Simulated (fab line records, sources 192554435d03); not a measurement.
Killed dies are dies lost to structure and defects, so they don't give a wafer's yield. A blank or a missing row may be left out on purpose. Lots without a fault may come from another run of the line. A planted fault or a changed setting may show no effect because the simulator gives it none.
Which tool did it? | flow n5_finfet | 23 lots, 69 wafers sampled, at 2 steps of a route of 1938

WHAT THE GAUGES READ, wafer by wafer
N5_HKMG_FIN_INSPECT_61: inspects for defects (macro).
lot  | measured    | on                | raw_defect_count
L074 | day 4 00:52 | defect_inspect-02 | 3 2 1
L075 | day 4 03:38 | defect_inspect-02 | 2 1 1
L076 | day 4 13:20 | defect_inspect-02 | 1 1 1
L077 | day 4 15:38 | defect_inspect-02 | 0 3 0
L079 | day 5 05:16 | defect_inspect-01 | 3 5 0
L080 | day 5 14:01 | defect_inspect-01 | 2 1 2
L081 | day 6 00:20 | defect_inspect-01 | 2 2 1
L082 | day 6 00:35 | defect_inspect-02 | 0 1 1
L083 | day 6 07:16 | defect_inspect-02 | 0 6 3
L084 | day 6 08:29 | defect_inspect-01 | 3 5 3
L085 | day 6 15:58 | defect_inspect-01 | 4 3 2
L086 | day 6 23:25 | defect_inspect-02 | 0 3 1
L087 | day 7 04:46 | defect_inspect-01 | 1 0 2
L088 | day 7 10:01 | defect_inspect-02 | 0 0 4
L089 | day 7 19:58 | defect_inspect-02 | 5 4 1
L090 | day 8 00:49 | defect_inspect-02 | 4 3 7
L091 | day 8 06:46 | defect_inspect-02 | 3 1 4
L093 | day 8 19:02 | defect_inspect-01 | 2 2 4
L092 | day 9 01:39 | defect_inspect-01 | 1 2 1
L094 | day 9 04:37 | defect_inspect-02 | 3 5 4
L095 | day 9 08:58 | defect_inspect-01 | 1 2 1
L096 | day 9 12:20 | defect_inspect-02 | 4 0 1
L097 | day 9 19:41 | defect_inspect-02 | 2 2 1

WHICH TOOL RAN EACH LOT (tool, then ch and the chambers of the sampled wafers, then the start)
lot  | N5_HKMG_FIN_HK_ALD_01
L074 | ald_hk-03 ch 0,1, day 4 00:00
L075 | ald_hk-03 ch 0,1,2, day 4 02:38
L076 | ald_hk-01 ch 1,2,3, day 4 12:21
L077 | ald_hk-01 ch 0,1, day 4 14:38
L079 | ald_hk-02 ch 1,2,3, day 5 04:15
L080 | ald_hk-03 ch 1,3, day 5 13:09
L081 | ald_hk-03 ch 0,1,2, day 5 23:19
L082 | ald_hk-02 ch 0,1,2, day 5 23:43
L083 | ald_hk-02 ch 2,3, day 6 06:16
L084 | ald_hk-03 ch 0,1,2, day 6 07:28
L085 | ald_hk-02 ch 0,2,3, day 6 14:53
L086 | ald_hk-01 ch 0,1,3, day 6 22:24
L087 | ald_hk-01 ch 0,1,2, day 7 03:08
L088 | ald_hk-01 ch 1,2,3, day 7 09:08
L089 | ald_hk-01 ch 0,1,2, day 7 18:58
L090 | ald_hk-01 ch 0,2,3, day 7 23:49
L091 | ald_hk-01 ch 1,2,3, day 8 05:46
L093 | ald_hk-03 ch 0,2,3, day 8 17:49
L092 | ald_hk-02 ch 0,1,2, day 9 00:40
L094 | ald_hk-01 ch 0,3, day 9 03:45
L095 | ald_hk-03 ch 2,3, day 9 08:01
L096 | ald_hk-03 ch 0,1, day 9 11:11
L097 | ald_hk-03 ch 1,3, day 9 18:49
- N5_HKMG_FIN_HK_ALD_01: deposits HfO2, target thk 1.6 nm, pulse time 3 s, purge time 3 s.

WHAT THE TOOLS THEMSELVES READ (means of the sampled wafers that have a number; where no wafer has one, the mark that the record gives instead)
N5_HKMG_FIN_HK_ALD_01.
lot  | tool      | precursor_pulse_height_rel
L074 | ald_hk-03 | 1.018
L075 | ald_hk-03 | 1.009
L076 | ald_hk-01 | 0.991
L077 | ald_hk-01 | 0.989
L079 | ald_hk-02 | 1.003
L080 | ald_hk-03 | 0.996
L081 | ald_hk-03 | 0.998
L082 | ald_hk-02 | 1.001
L083 | ald_hk-02 | 1.014
L084 | ald_hk-03 | 0.980
L085 | ald_hk-02 | 1.013
L086 | ald_hk-01 | 1.000
L087 | ald_hk-01 | 0.988
L088 | ald_hk-01 | 0.996
L089 | ald_hk-01 | 0.989
L090 | ald_hk-01 | 0.993
L091 | ald_hk-01 | 1.011
L093 | ald_hk-03 | 0.987
L092 | ald_hk-02 | 1.007
L094 | ald_hk-01 | 0.997
L095 | ald_hk-03 | 0.996
L096 | ald_hk-03 | 0.995
L097 | ald_hk-03 | 0.991

THE ANSWER, worked out from the rows above alone
Rule: what is usual is taken from the lots themselves. Put in order of their means at a reading, lots are off if they are a third of the lots or fewer, leave a main group of 4 or more, and stand apart from it by a gap of 3 or more times the standard deviation of the main group's means; of several such gaps the widest counts. A main group whose means are all the same, to the digits that the tables above print for the reading, isn't used. A lot without any number at a reading at which 4 lots or more have one is off too. The other lots that the step has rows for count as sound. The gauges are gone through in route order, then the tools' own readings, and for those a lot's mean is taken as printed above. The first step at which some lot is off is used, and at that step the reading that is off furthest; a lot without a number counts as furthest.
No lot is off at any reading shown: from this, nothing can be told.

WHAT THE SIMULATOR HAD PUT IN
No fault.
